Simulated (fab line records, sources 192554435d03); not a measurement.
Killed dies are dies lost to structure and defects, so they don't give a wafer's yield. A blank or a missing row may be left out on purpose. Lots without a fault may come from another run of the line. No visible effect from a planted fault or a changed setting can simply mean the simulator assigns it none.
Split-lot experiment ; flow n5-finfet ; on a route of 1938 steps: 7 lots, 21 wafers read

## ON THE SPLIT
At N5_BEOL_M14_SPUTTER_43 (material TaN, target thk 15 nm, time 24.19 s), the setting power-w was moved away from the recipe's 15000 W on 6 of the 21 wafers read, by -17.4% to +9.7%. All remaining wafers had this setting at the recipe value.

The reading comes from the split's own step.

## THE READING
TaN_of_BEOL_M14_SPUTTER_43.thk-nm (the simulator's own value, which no gauge read), in nm, at N5_BEOL_M14_SPUTTER_43 (material TaN, target thk 15 nm, time 24.19 s). The file gives no usual value for it. Here, 15 wafers ran the recipe; their average is 15.0 nm with a standard deviation of 0.21 nm.

wafer;tool, chamber at the split;power-w as run, W;against the recipe;TaN_of_BEOL_M14_SPUTTER_43.thk-nm, nm;against lot-mates on the recipe
L075.4;pvd-sputter-01, -;12390;-17.4%;12.2;-2.6
L075.5;pvd-sputter-01, -;12390;-17.4%;12.4;-2.4
L075.6;pvd-sputter-01, -;15000;recipe;14.8;-
L079.2;pvd-sputter-03, -;15000;recipe;15.4;-
L079.3;pvd-sputter-03, -;15000;recipe;15.2;-
L079.4;pvd-sputter-03, -;15000;recipe;15;-
L082.1;pvd-sputter-03, -;15000;recipe;14.8;-
L082.3;pvd-sputter-03, -;15710;+4.7%;15.8;+0.9
L082.4;pvd-sputter-03, -;15000;recipe;15;-
L083.3;pvd-sputter-03, -;15000;recipe;15.2;-
L083.6;pvd-sputter-03, -;15000;recipe;15.2;-
L083.5;pvd-sputter-03, -;15000;recipe;15.4;-
L086.1;pvd-sputter-03, -;15000;recipe;15;-
L086.3;pvd-sputter-03, -;15000;recipe;14.8;-
L086.5;pvd-sputter-03, -;15000;recipe;14.8;-
L092.1;pvd-sputter-02, -;15000;recipe;14.8;-
L092.3;pvd-sputter-02, -;15000;recipe;15;-
L092.4;pvd-sputter-02, -;16460;+9.7%;16.4;+1.5
L094.1;pvd-sputter-01, -;16410;+9.4%;16;+1.2
L094.4;pvd-sputter-01, -;16410;+9.4%;16.2;+1.4
L094.6;pvd-sputter-01, -;15000;recipe;14.8;-

THE FIT
A straight line over all 21 wafers: TaN_of_BEOL_M14_SPUTTER_43.thk-nm changes by +0.147 nm for each +1% of power-w; r = +0.98; the points scatter about the line by 0.22 nm.
The same after taking each lot's own level away (the mean of its wafers on the recipe; 21 wafers): +0.145 nm for each +1%; r = +0.99; scatter 0.12 nm.
On that fit, the largest move of power-w shifts the reading by 2.5 nm.
Measured against the standard deviation above, the lots' own levels, which go from 14.80 to 15.27 nm, span 2.2 times it.
So the lot-to-lot level changes the slope little: the two slopes agree.
Check: -2.46 nm against its lot-mates is what the line predicts for one of the wafers moved furthest among these (-17.4%) when that wafer is left out of the fit. Against them it came out at -2.6 nm.

## OTHER SPLITS ON THESE WAFERS
Other splits were also applied to these wafers ahead of the reading. Each is held against what the fit with the lots' levels taken away leaves over:
other split on the same wafers;wafers away from the commonest value;r with TaN_of_BEOL_M14_SPUTTER_43.thk-nm (lot level and that fit taken away)
N5_BEOL_M13_EXPOSE_25 dose-mj;5;+0.00
N5_BEOL_M14_ILD_DEP_00 time-s;7;+0.12
N5_BEOL_M14_EXPOSE_07 dose-mj;2;+0.18

## THE FILE'S OWN FIT
TaN_of_BEOL_M14_SPUTTER_43.thk-nm changes by +0.147 nm for each +1% of power-w, r = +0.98.
